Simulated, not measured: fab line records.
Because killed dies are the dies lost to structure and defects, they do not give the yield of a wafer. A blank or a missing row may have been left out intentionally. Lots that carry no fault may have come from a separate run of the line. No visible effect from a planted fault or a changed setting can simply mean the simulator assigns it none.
fab line records -- flow n5Finfet -- part 1 of 2: steps 1 to 4 of 6
[record] lots = 22, wafers = 66, lastDay = 20
route steps=1938 shown SD_EPI_N@281 SD_EPI_P@304 SD_ACTIVATION@330 ILD0@341 DUMMY_REMOVAL@378
lots untouched by any fault: they come from a run of this same line in which no faults occurred
startH: start of the lot's first displayed wafer, in hours after the record's first day -- waitH: hours elapsed since this lot's preceding step -- " identical to the entry in the row above -- L1.1+2: several wafers, shown together as one row -- - no value present, or no start provided -- * or withheld: withheld -- < > ~ a bound
route shown NAME@n: names a module that has steps shown in the file, with the first one's number in the route -- usual: average and standard deviation across the fault-free wafers -- same: alike in all rows -- chamber/n: place in a boat -- sites: each site's reading -- _std_site: standard deviation of those values -- _edge_site: inner sites' mean taken away from outer sites' mean -- radiusMm: for every site, how far away it sits from the centre of the wafer -- mask NAME#n: copy n -- behind: the last tool/chamber to shape the wafer -- hold: cause of the lot's hold/its duration in hours/its outcome -- device: transistor that didn't switch, given as n, p or np -- end of line: at the end of the route, the tests of the same wafers -- a step given without rows: its recipe and nothing more -- killed: the dies lost at the first sort to structure and to defects; this is not the yield of the wafer -- map: a wafer's dies, marking killed ones x, the rest . and places with no die _
set.NAME: setting as actually run; set.NAME@STEP: the setting as run at that earlier step -- model.NAME: the simulator's own value behind a step, which no gauge read
route steps across a sampled set of lots; one table per step, one row per wafer
services: the hour from which a tool's chamber was out of use, counted from the record's first day as startH (under 0 if before that day), plus the number of hours and why
[[steps]]
[step N5_SD_EPI_N_SD_RECESS_17]
[recipe] chemistry = HBr/Cl2/O2, targetDepthA = 410, maskMaterial = SOC, timeS = 23.7, btTimeS = 3, pressureMtorr = 10, icpW = 800, biasW = 112, HBr_flow_sccm = 150, Cl2_flow_sccm = 80, O2_flow_sccm = 12
[usual] HBr_flow_sccm = 150.0/0.41, O2_flow_sccm = 12.00/0.035, chamberPressureMTorr = 10.000/0.0091, drypumpMotorCurrentA = 5.8/0.39, oesProductAu = 0.999/0.0096, throttleValvePct = 37.07/0.28
lot.wafer,tool,chamber,startH,waitH,HBr_flow_sccm,O2_flow_sccm,chamberPressureMTorr,drypumpMotorCurrentA,oesProductAu,rfHoursCounterH,throttleValvePct
L074.2,rieSi-06,1,51.66,0.0,150.6,12.03,10.015,5.8,1.000,16,37.23
L074.3,rieSi-06,2,51.66,0.0,150.6,12.00,10.009,6.1,1.000,130,37.14
L074.5,rieSi-06,0,51.66,0.0,150.5,12.00,9.983,6.5,1.007,-,36.58
L075.1,rieSi-03,2,60.38,0.0,149.9,12.01,9.999,6.2,0.984,38,37.27
L075.5,rieSi-03,2,60.38,0.0,149.5,12.02,10.005,6.2,0.997,-,37.25
L075.6,rieSi-03,3,60.38,0.0,149.9,11.99,9.988,5.4,0.991,-,37.08
L076.2,rieSi-06,1,62.21,0.0,150.4,12.08,10.007,5.8,1.006,17,37.24
L076.3,rieSi-06,2,62.21,0.0,150.1,12.00,10.012,6.1,1.003,130,37.15
L076.5,rieSi-06,3,62.21,0.0,150.4,12.00,9.986,5.1,0.998,-,37.08
L077.4,rieSi-03,1,69.61,0.0,150.2,11.97,10.011,6.1,0.999,21,37.38
L077.5,rieSi-03,1,69.61,0.0,149.8,12.02,9.996,6.1,1.005,-,37.41
L077.6,rieSi-03,0,69.61,0.0,150.0,11.98,9.991,5.9,0.989,-,36.82
L078.1,rieSi-06,1,74.78,0.0,150.2,12.03,10.001,5.8,0.992,17,37.24
L078.2,rieSi-06,2,74.78,0.0,150.0,12.01,9.997,6.1,1.008,130,37.15
L078.6,rieSi-06,0,74.78,0.0,150.2,11.98,10.000,6.5,0.995,-,36.57
L079.3,rieSi-06,1,81.54,0.0,149.7,11.97,9.992,5.9,0.994,17,37.23
L079.5,rieSi-06,1,81.54,0.0,150.7,12.02,9.991,5.9,0.993,-,37.23
L079.6,rieSi-06,0,81.54,0.0,150.0,12.01,10.001,6.5,0.998,-,36.58
L080.3,rieSi-01,1,87.60,0.0,149.4,11.91,10.006,5.4,1.010,3,36.78
L080.4,rieSi-01,2,87.60,0.0,149.2,11.99,10.007,5.5,1.012,8,37.38
L080.6,rieSi-01,2,87.60,0.0,149.5,11.99,9.990,5.5,1.013,-,37.38
L081.2,rieSi-01,0,95.53,0.0,150.6,12.00,9.994,5.5,0.999,168,36.67
L081.5,rieSi-01,1,95.53,0.0,150.3,12.04,10.008,5.4,0.998,-,36.79
L081.6,rieSi-01,0,95.53,0.0,149.7,12.02,10.008,5.5,0.999,-,36.69
L082.2,rieSi-03,3,99.41,0.0,150.4,12.04,10.007,5.4,0.984,98,37.09
L082.4,rieSi-03,1,99.41,0.0,149.8,12.05,9.998,6.1,0.997,21,37.40
L082.5,rieSi-03,2,99.41,0.0,149.8,11.97,10.000,6.2,0.983,-,37.27
L083.2,rieSi-06,1,104.74,0.0,150.4,11.94,9.998,5.9,1.001,17,37.24
L083.5,rieSi-06,1,104.74,0.0,149.9,12.05,9.994,5.8,1.004,-,37.25
L083.6,rieSi-06,2,104.74,0.0,149.5,11.94,10.000,6.1,1.005,-,37.16
L084.1,rieSi-06,3,111.51,0.0,150.1,12.01,9.987,5.1,0.996,75,37.08
L084.3,rieSi-06,1,111.51,0.0,150.0,11.96,9.999,5.8,1.001,18,37.23
L084.4,rieSi-06,2,111.51,0.0,150.0,11.98,9.998,6.1,1.006,131,37.14
L086.2,rieSi-01,1,123.32,0.0,150.0,12.01,9.998,5.5,1.002,4,36.76
L086.4,rieSi-01,3,123.32,0.0,150.0,11.95,10.010,6.0,0.999,145,37.33
L086.6,rieSi-01,0,123.32,0.0,149.9,12.10,10.007,5.5,0.999,-,36.68
L087.2,rieSi-03,2,129.38,0.0,150.0,11.95,9.984,6.2,0.980,39,37.27
L087.5,rieSi-03,3,129.38,0.0,150.0,11.97,10.004,5.4,0.981,-,37.09
L087.6,rieSi-03,0,129.38,0.0,149.4,12.03,9.999,5.9,0.977,-,36.83
L088.1,rieSi-03,3,132.47,0.0,150.3,12.01,10.001,5.4,0.991,98,37.08
L088.2,rieSi-03,1,132.47,0.0,150.1,12.05,10.004,6.1,0.995,22,37.39
L088.4,rieSi-03,2,132.47,0.0,150.4,12.03,10.004,6.2,0.986,39,37.27
L089.1,rieSi-03,1,141.50,0.0,150.3,12.02,10.013,6.1,1.004,22,37.39
L089.2,rieSi-03,3,141.50,0.0,150.5,11.95,10.009,5.4,0.988,99,37.07
L089.6,rieSi-03,1,141.50,0.0,150.6,12.01,9.992,6.1,1.004,-,37.39
L090.2,rieSi-01,0,149.95,0.0,150.0,12.03,9.995,5.5,1.001,169,36.68
L090.4,rieSi-01,3,149.95,0.0,150.4,11.98,10.001,6.1,0.999,-,37.33
L090.6,rieSi-01,0,149.95,0.0,149.3,12.02,9.993,5.5,1.001,-,36.68
L091.2,rieSi-01,1,151.98,0.0,150.6,12.03,9.999,5.4,1.005,4,36.79
L091.4,rieSi-01,2,151.98,0.0,149.3,11.98,9.998,5.5,1.007,10,37.38
L091.6,rieSi-01,2,151.98,0.0,149.4,12.00,9.996,5.5,1.003,-,37.39
L093.1,rieSi-06,1,165.72,0.0,149.8,11.97,10.002,5.9,0.997,19,37.25
L093.2,rieSi-06,2,165.72,0.0,150.7,12.01,10.007,6.1,1.002,132,37.16
L093.5,rieSi-06,1,165.72,0.0,150.6,12.01,10.008,5.8,0.998,-,37.24
L094.2,rieSi-03,2,171.23,0.0,149.6,11.99,9.992,6.1,0.991,40,37.27
L094.3,rieSi-03,1,171.23,0.0,150.3,12.04,10.007,6.1,0.998,23,37.40
L094.5,rieSi-03,3,171.23,0.0,150.4,12.01,10.013,5.4,0.996,-,37.07
L095.1,rieSi-01,2,175.61,0.0,150.0,12.01,10.002,5.5,1.012,10,37.39
L095.4,rieSi-01,0,175.61,0.0,150.2,12.00,10.004,5.5,1.004,169,36.68
L095.5,rieSi-01,1,175.61,0.0,149.9,12.00,9.993,5.5,1.005,-,36.79
L096.1,rieSi-01,0,180.92,0.0,149.5,11.98,10.003,5.5,1.003,169,36.67
L096.4,rieSi-01,1,180.92,0.0,149.9,11.97,9.994,5.4,1.012,5,36.79
L096.6,rieSi-01,2,180.92,0.0,149.7,12.02,10.005,5.5,1.011,-,37.38
L097.1,rieSi-01,3,189.36,0.0,150.4,11.96,10.002,6.0,0.995,147,37.31
L097.4,rieSi-01,1,189.36,0.0,150.0,11.92,9.989,5.5,1.005,5,36.80
L097.6,rieSi-01,1,189.36,0.0,149.6,11.99,10.004,5.5,0.996,-,36.79
[step N5_SD_EPI_P_OVL_MEAS_10]
[recipe] pointsPerWafer = 44
[usual] SD_P_BLK_OVL = 0.2/0.68
[same] pointsPerWafer = 44
lot.wafer,tool,chamber,startH,waitH,SD_P_BLK_OVL[nm]
L074.2,overlay-02,0,55.36,0.0,-0.5
L074.3,overlay-02,0,55.36,0.0,0.0
L074.5,overlay-02,0,55.36,0.0,0.3
L075.1,overlay-01,0,64.06,0.0,0.1
L075.5,overlay-01,0,64.06,0.0,0.3
L075.6,overlay-01,0,64.06,0.0,0.7
L076.2,overlay-02,0,66.67,0.0,-0.2
L076.3,overlay-02,0,66.67,0.0,-0.5
L076.5,overlay-02,0,66.67,0.0,-0.7
L077.4,overlay-02,0,73.19,0.0,-0.3
L077.5,overlay-02,0,73.19,0.0,-0.5
L077.6,overlay-02,0,73.19,0.0,0.1
L078.1,overlay-01,0,78.62,0.0,0.9
L078.2,overlay-01,0,78.62,0.0,-0.3
L078.6,overlay-01,0,78.62,0.0,-0.1
L079.3,overlay-01,0,85.12,0.0,1.3
L079.5,overlay-01,0,85.12,0.0,0.1
L079.6,overlay-01,0,85.12,0.0,0.0
L080.3,overlay-01,0,91.64,0.0,-0.4
L080.4,overlay-01,0,91.64,0.0,1.0
L080.6,overlay-01,0,91.64,0.0,0.9
L081.2,overlay-01,0,99.30,0.0,1.4
L081.5,overlay-01,0,99.30,0.0,0.0
L081.6,overlay-01,0,99.30,0.0,1.0
L082.2,overlay-01,0,103.10,0.0,1.9
L082.4,overlay-01,0,103.10,0.0,0.8
L082.5,overlay-01,0,103.10,0.0,0.4
L083.2,overlay-01,0,108.43,0.0,1.1
L083.5,overlay-01,0,108.43,0.0,1.1
L083.6,overlay-01,0,108.43,0.0,1.2
L084.1,overlay-01,0,115.23,0.0,0.7
L084.3,overlay-01,0,115.23,0.0,-0.4
L084.4,overlay-01,0,115.23,0.0,1.0
L086.2,overlay-01,0,127.66,0.0,-1.1
L086.4,overlay-01,0,127.66,0.0,-1.5
L086.6,overlay-01,0,127.66,0.0,-0.1
L087.2,overlay-02,0,134.15,0.0,0.6
L087.5,overlay-02,0,134.15,0.0,1.0
L087.6,overlay-02,0,134.15,0.0,0.0
L088.1,overlay-02,0,136.78,0.0,0.3
L088.2,overlay-02,0,136.78,0.0,-0.6
L088.4,overlay-02,0,136.78,0.0,1.1
L089.1,overlay-01,0,145.20,0.0,0.6
L089.2,overlay-01,0,145.20,0.0,0.8
L089.6,overlay-01,0,145.20,0.0,0.4
L090.2,overlay-01,0,153.75,0.0,0.1
L090.4,overlay-01,0,153.75,0.0,0.2
L090.6,overlay-01,0,153.75,0.0,0.0
L091.2,overlay-01,0,155.67,0.0,-0.1
L091.4,overlay-01,0,155.67,0.0,-1.0
L091.6,overlay-01,0,155.67,0.0,0.6
L093.1,overlay-01,0,169.40,0.0,0.0
L093.2,overlay-01,0,169.40,0.0,-0.2
L093.5,overlay-01,0,169.40,0.0,-0.5
L094.2,overlay-01,0,175.09,0.0,1.0
L094.3,overlay-01,0,175.09,0.0,-0.5
L094.5,overlay-01,0,175.09,0.0,0.2
L095.1,overlay-02,0,180.16,0.0,0.4
L095.4,overlay-02,0,180.16,0.0,0.5
L095.5,overlay-02,0,180.16,0.0,0.3
L096.1,overlay-01,0,186.43,0.0,0.4
L096.4,overlay-01,0,186.43,0.0,-1.1
L096.6,overlay-01,0,186.43,0.0,-0.3
L097.1,overlay-02,0,193.38,0.0,1.4
L097.4,overlay-02,0,193.38,0.0,0.2
L097.6,overlay-02,0,193.38,0.0,0.7
[step N5_SD_EPI_P_ETCH_16]
[recipe] chemistry = CHF3/O2, target = SiO2, targetDepthA = 50, maskMaterial = SOC, pressureMtorr = 30, sourceW = 650, biasW = 170, Ar_flow_sccm = 200, CHF3_flow_sccm = 50, O2_flow_sccm = 5, ionEnergyEv = 200
[usual] O2_flow_sccm = 5.001/0.015, chamberPressureMTorr = 30.000/0.029, drypumpMotorCurrentA = 5.4/0.45, oes_ar_750_au = 0.75/0.051, oes_f_703_au = 0.75/0.054, oesProductAu = 0.75/0.05, rfVppV = 525/5.1, showerheadPlenumPTorr = 2.46/0.073, throttleValvePct = 18.91/0.21
lot.wafer,tool,chamber,startH,waitH,O2_flow_sccm,chamberPressureMTorr,drypumpMotorCurrentA,oes_ar_750_au,oes_f_703_au,oesProductAu,rfHoursCounterH,rfVppV,showerheadPlenumPTorr,throttleValvePct
L074.2,rieDiel-02,0,56.04,0.1,5.006,30.011,5.1,0.72,0.72,0.71,161,530,2.50,18.98
L074.3,rieDiel-02,2,56.04,0.1,4.996,30.036,4.8,0.90,0.91,0.89,37,525,2.55,19.23
L074.5,rieDiel-02,3,56.04,0.1,4.979,29.987,5.5,0.86,0.86,0.86,-,526,2.55,18.59
L075.1,rieDiel-01,0,64.74,0.1,4.978,29.971,5.5,0.79,0.79,0.78,114,528,2.52,18.62
L075.5,rieDiel-01,0,64.74,0.1,4.992,30.049,5.5,0.79,0.80,0.78,-,530,2.52,18.61
L075.6,rieDiel-01,1,64.74,0.1,5.001,29.978,5.8,0.74,0.74,0.73,-,531,2.49,19.13
L076.2,rieDiel-04,1,67.51,0.1,5.014,29.914,6.1,0.71,0.70,0.71,198,520,2.30,18.93
L076.3,rieDiel-04,2,67.51,0.1,4.987,29.987,5.5,0.74,0.73,0.74,156,527,2.41,18.95
L076.5,rieDiel-04,3,67.51,0.1,5.014,30.040,5.7,0.80,0.81,0.80,-,521,2.43,18.71
L077.4,rieDiel-01,0,73.86,0.1,4.997,29.921,5.5,0.78,0.79,0.79,117,527,2.51,18.62
L077.5,rieDiel-01,3,73.86,0.1,5.006,29.949,4.6,0.77,0.77,0.77,-,526,2.51,18.70
L077.6,rieDiel-01,2,73.86,0.1,4.975,30.001,5.0,0.80,0.80,0.79,-,519,2.42,18.94
L078.1,rieDiel-02,2,79.29,0.1,5.014,30.015,4.8,0.88,0.89,0.88,44,527,2.55,19.27
L078.2,rieDiel-02,3,79.29,0.1,4.996,30.006,5.5,0.86,0.85,0.85,52,529,2.54,18.60
L078.6,rieDiel-02,3,79.29,0.1,5.001,29.994,5.5,0.86,0.84,0.84,-,528,2.55,18.61
L079.3,rieDiel-04,1,85.80,0.1,5.013,29.958,6.1,0.70,0.70,0.70,204,520,2.30,18.93
L079.5,rieDiel-04,1,85.80,0.1,4.983,29.959,6.1,0.70,0.69,0.69,-,521,2.30,18.94
L079.6,rieDiel-04,2,85.80,0.1,4.995,29.952,5.5,0.74,0.73,0.73,-,527,2.41,18.95
L080.3,rieDiel-02,0,92.31,0.1,5.009,29.996,5.1,0.71,0.71,0.71,171,530,2.50,18.99
L080.4,rieDiel-02,2,92.31,0.1,5.005,29.984,4.8,0.88,0.89,0.88,48,525,2.55,19.28
L080.6,rieDiel-02,0,92.31,0.1,5.003,29.977,5.1,0.72,0.71,0.71,-,531,2.50,18.98
L081.2,rieDiel-02,1,99.98,0.1,5.007,29.983,5.0,0.79,0.78,0.77,124,520,2.53,18.65
L081.5,rieDiel-02,2,99.98,0.1,5.030,30.017,4.8,0.87,0.88,0.88,-,525,2.55,19.28
L081.6,rieDiel-02,3,99.98,0.1,5.003,30.014,5.5,0.84,0.84,0.84,-,525,2.54,18.63
L082.2,rieDiel-01,0,103.77,0.1,5.032,30.038,5.5,0.78,0.78,0.78,127,529,2.51,18.63
L082.4,rieDiel-01,1,103.77,0.1,4.970,30.058,5.8,0.72,0.73,0.72,207,529,2.49,19.16
L082.5,rieDiel-01,2,103.77,0.1,4.991,30.013,5.0,0.78,0.79,0.78,-,516,2.41,18.95
L083.2,rieDiel-04,2,109.27,0.1,5.040,30.013,5.5,0.73,0.72,0.73,168,527,2.40,18.96
L083.5,rieDiel-04,1,109.27,0.1,4.997,30.011,6.1,0.70,0.69,0.69,-,519,2.29,18.96
L083.6,rieDiel-04,2,109.27,0.1,5.026,30.015,5.5,0.73,0.72,0.73,-,527,2.40,18.97
L084.1,rieDiel-01,2,115.90,0.1,4.998,30.029,5.0,0.77,0.80,0.77,134,518,2.41,18.96
L084.3,rieDiel-01,3,115.90,0.1,4.993,30.013,4.7,0.75,0.75,0.76,150,524,2.51,18.72
L084.4,rieDiel-01,2,115.90,0.1,5.007,30.009,5.0,0.78,0.80,0.77,-,517,2.41,18.96
L086.2,rieDiel-02,0,128.33,0.1,4.985,29.976,5.0,0.70,0.71,0.71,180,530,2.49,19.00
L086.4,rieDiel-02,2,128.33,0.1,5.012,29.959,4.8,0.86,0.88,0.87,58,525,2.55,19.27
L086.6,rieDiel-02,0,128.33,0.1,5.003,29.997,5.0,0.71,0.71,0.71,-,531,2.49,18.99
L087.2,rieDiel-01,2,135.14,0.1,4.990,30.109,5.0,0.77,0.79,0.77,141,517,2.41,18.97
L087.5,rieDiel-01,1,135.14,0.1,4.983,30.001,5.8,0.72,0.73,0.71,-,530,2.48,19.18
L087.6,rieDiel-01,0,135.14,0.1,5.018,30.050,5.5,0.77,0.79,0.76,-,528,2.51,18.64
L088.1,rieDiel-04,2,137.46,0.1,5.006,29.982,5.5,0.73,0.71,0.73,177,526,2.40,18.98
L088.2,rieDiel-04,1,137.46,0.1,5.002,29.989,6.1,0.70,0.69,0.69,221,519,2.29,18.99
L088.4,rieDiel-04,3,137.46,0.1,5.008,29.986,5.7,0.78,0.79,0.78,124,521,2.42,18.72
L089.1,rieDiel-01,3,145.88,0.1,5.010,30.048,4.6,0.75,0.74,0.75,161,525,2.51,18.75
L089.2,rieDiel-01,1,145.88,0.1,5.021,30.002,5.8,0.72,0.72,0.70,222,531,2.48,19.17
L089.6,rieDiel-01,2,145.88,0.1,5.002,30.030,5.0,0.77,0.79,0.76,-,517,2.41,18.97
L090.2,rieDiel-04,0,154.47,0.1,4.997,30.017,6.1,0.69,0.69,0.69,238,535,2.47,19.19
L090.4,rieDiel-04,3,154.47,0.1,4.998,29.994,5.6,0.78,0.79,0.77,128,520,2.42,18.72
L090.6,rieDiel-04,1,154.47,0.1,4.996,29.997,6.1,0.69,0.69,0.69,-,520,2.29,18.97
L091.2,rieDiel-01,1,156.47,0.1,5.004,29.991,5.8,0.72,0.71,0.71,226,530,2.48,19.17
L091.4,rieDiel-01,2,156.47,0.1,5.010,30.028,5.0,0.77,0.78,0.77,148,517,2.41,18.99
L091.6,rieDiel-01,0,156.47,0.1,5.001,30.038,5.5,0.77,0.77,0.76,-,527,2.51,18.64
L093.1,rieDiel-01,1,170.10,0.1,4.994,30.036,5.7,0.71,0.72,0.70,228,532,2.48,19.19
L093.2,rieDiel-01,2,170.10,0.1,5.000,29.988,5.0,0.77,0.77,0.76,150,518,2.41,19.00
L093.5,rieDiel-01,1,170.10,0.1,4.989,30.005,5.8,0.71,0.72,0.70,-,531,2.48,19.19
L094.2,rieDiel-01,1,175.76,0.1,5.006,30.019,5.7,0.71,0.71,0.70,230,529,2.48,19.21
L094.3,rieDiel-01,3,175.76,0.1,5.000,29.963,4.7,0.75,0.74,0.74,169,524,2.50,18.78
L094.5,rieDiel-01,1,175.76,0.1,5.025,30.017,5.8,0.71,0.71,0.69,-,531,2.48,19.19
L095.1,rieDiel-02,1,180.84,0.1,5.009,29.971,5.1,0.77,0.76,0.75,151,521,2.51,18.69
L095.4,rieDiel-02,2,180.84,0.1,5.006,30.006,4.8,0.84,0.86,0.84,74,524,2.54,19.31
L095.5,rieDiel-02,0,180.84,0.1,4.988,30.030,5.0,0.69,0.70,0.69,-,530,2.49,19.02
L096.1,rieDiel-04,2,187.11,0.1,4.986,30.002,5.5,0.71,0.70,0.72,194,526,2.39,19.01
L096.4,rieDiel-04,3,187.11,0.1,4.991,29.964,5.6,0.78,0.78,0.76,-,519,2.41,18.75
L096.6,rieDiel-04,2,187.11,0.1,4.960,29.988,5.5,0.71,0.71,0.72,-,526,2.39,19.00
L097.1,rieDiel-04,2,194.05,0.1,5.001,29.960,5.5,0.71,0.70,0.71,197,526,2.39,19.01
L097.4,rieDiel-04,1,194.05,0.1,4.997,29.986,6.1,0.68,0.68,0.68,-,520,2.29,18.98
L097.6,rieDiel-04,3,194.05,0.1,5.022,29.958,5.6,0.77,0.78,0.76,-,521,2.41,18.74
[step N5_SD_ACTIVATION_RTA_00]
[recipe] tempC = 975, timeS = 0, ambient = N2, idleTempC = 600, rampUpCPerS = 150, rampDownCPerS = 60, coolToC = 600
[usual] lampPowerPct = 8.96/0.05, lamp_zone_4_pct = 8.946/0.026, wafer_temp_C_max = 975.2/2.1
lot.wafer,tool,chamber,startH,waitH,lampPowerPct,lamp_zone_4_pct,wafer_temp_C_max
L074.2,rtpAnneal-02,0,59.20,0.1,9.03,8.938,975.6
L074.3,rtpAnneal-02,0,59.20,0.1,8.94,8.911,973.8
L074.5,rtpAnneal-02,0,59.20,0.1,8.91,8.948,976.0
L075.1,rtpAnneal-02,0,67.90,0.0,8.98,8.953,978.4
L075.5,rtpAnneal-02,0,67.90,0.0,8.97,8.959,975.2
L075.6,rtpAnneal-02,0,67.90,0.0,8.95,8.923,973.8
L076.2,rtpAnneal-01,0,70.70,0.1,9.04,8.948,978.2
L076.3,rtpAnneal-01,0,70.70,0.1,8.87,8.934,975.4
L076.5,rtpAnneal-01,0,70.70,0.1,9.02,8.927,972.0
L077.4,rtpAnneal-01,0,77.37,0.1,9.02,8.968,973.9
L077.5,rtpAnneal-01,0,77.37,0.1,8.98,8.911,977.3
L077.6,rtpAnneal-01,0,77.37,0.1,9.03,8.940,975.1
L078.1,rtpAnneal-02,0,83.27,0.0,8.92,8.907,978.2
L078.2,rtpAnneal-02,0,83.27,0.0,9.06,8.999,974.2
L078.6,rtpAnneal-02,0,83.27,0.0,8.97,8.970,976.6
L079.3,rtpAnneal-01,0,89.85,0.1,8.97,8.996,973.3
L079.5,rtpAnneal-01,0,89.85,0.1,8.93,8.923,973.1
L079.6,rtpAnneal-01,0,89.85,0.1,8.92,8.964,976.4
L080.3,rtpAnneal-02,0,96.47,0.2,8.99,8.910,977.6
L080.4,rtpAnneal-02,0,96.47,0.2,8.95,8.935,975.5
L080.6,rtpAnneal-02,0,96.47,0.2,8.91,8.985,977.9
L081.2,rtpAnneal-01,0,103.14,0.1,8.93,8.916,975.1
L081.5,rtpAnneal-01,0,103.14,0.1,8.96,8.984,978.4
L081.6,rtpAnneal-01,0,103.14,0.1,9.02,8.919,978.2
L082.2,rtpAnneal-01,0,106.93,0.1,8.98,8.891,973.4
L082.4,rtpAnneal-01,0,106.93,0.1,9.01,8.967,977.0
L082.5,rtpAnneal-01,0,106.93,0.1,8.95,8.950,971.8
L083.2,rtpAnneal-02,0,113.40,0.1,8.93,8.955,974.6
L083.5,rtpAnneal-02,0,113.40,0.1,8.97,8.974,977.1
L083.6,rtpAnneal-02,0,113.40,0.1,8.93,8.910,975.3
L084.1,rtpAnneal-01,0,119.04,0.0,8.95,8.950,977.2
L084.3,rtpAnneal-01,0,119.04,0.0,8.94,8.965,972.0
L084.4,rtpAnneal-01,0,119.04,0.0,8.99,8.967,974.5
L086.2,rtpAnneal-02,0,132.33,0.1,8.93,8.918,976.4
L086.4,rtpAnneal-02,0,132.33,0.1,8.97,8.970,975.3
L086.6,rtpAnneal-02,0,132.33,0.1,8.98,8.983,973.1
L087.2,rtpAnneal-02,0,138.62,0.1,8.90,8.965,978.1
L087.5,rtpAnneal-02,0,138.62,0.1,8.93,8.931,978.0
L087.6,rtpAnneal-02,0,138.62,0.1,8.85,8.958,975.4
L088.1,rtpAnneal-02,0,141.60,0.0,8.93,8.960,975.8
L088.2,rtpAnneal-02,0,141.60,0.0,9.02,8.977,974.5
L088.4,rtpAnneal-02,0,141.60,0.0,9.00,8.928,977.3
L089.1,rtpAnneal-01,0,149.02,0.0,8.91,8.917,975.4
L089.2,rtpAnneal-01,0,149.02,0.0,8.99,8.891,971.5
L089.6,rtpAnneal-01,0,149.02,0.0,8.92,8.964,973.6
L090.2,rtpAnneal-02,0,157.63,0.1,9.03,8.945,976.6
L090.4,rtpAnneal-02,0,157.63,0.1,8.94,8.970,974.8
L090.6,rtpAnneal-02,0,157.63,0.1,8.93,8.954,972.3
L091.2,rtpAnneal-01,0,159.77,0.1,8.84,8.971,976.3
L091.4,rtpAnneal-01,0,159.77,0.1,8.90,8.945,974.7
L091.6,rtpAnneal-01,0,159.77,0.1,8.91,8.970,975.2
L093.1,rtpAnneal-02,0,173.49,0.3,8.88,8.914,974.2
L093.2,rtpAnneal-02,0,173.49,0.3,8.98,8.949,973.1
L093.5,rtpAnneal-02,0,173.49,0.3,8.89,8.943,974.3
L094.2,rtpAnneal-02,0,178.99,0.1,9.05,8.954,975.5
L094.3,rtpAnneal-02,0,178.99,0.1,8.95,8.998,975.3
L094.5,rtpAnneal-02,0,178.99,0.1,9.00,8.976,977.0
L095.1,rtpAnneal-02,0,184.13,0.2,9.03,8.942,973.5
L095.4,rtpAnneal-02,0,184.13,0.2,8.90,8.892,971.2
L095.5,rtpAnneal-02,0,184.13,0.2,8.93,8.956,977.9
L096.1,rtpAnneal-02,0,190.29,0.1,8.89,8.945,973.8
L096.4,rtpAnneal-02,0,190.29,0.1,9.00,8.958,973.3
L096.6,rtpAnneal-02,0,190.29,0.1,8.94,8.965,976.3
L097.1,rtpAnneal-01,0,198.28,0.3,8.86,8.930,976.6
L097.4,rtpAnneal-01,0,198.28,0.3,8.94,8.961,976.4
L097.6,rtpAnneal-01,0,198.28,0.3,8.91,8.939,972.6
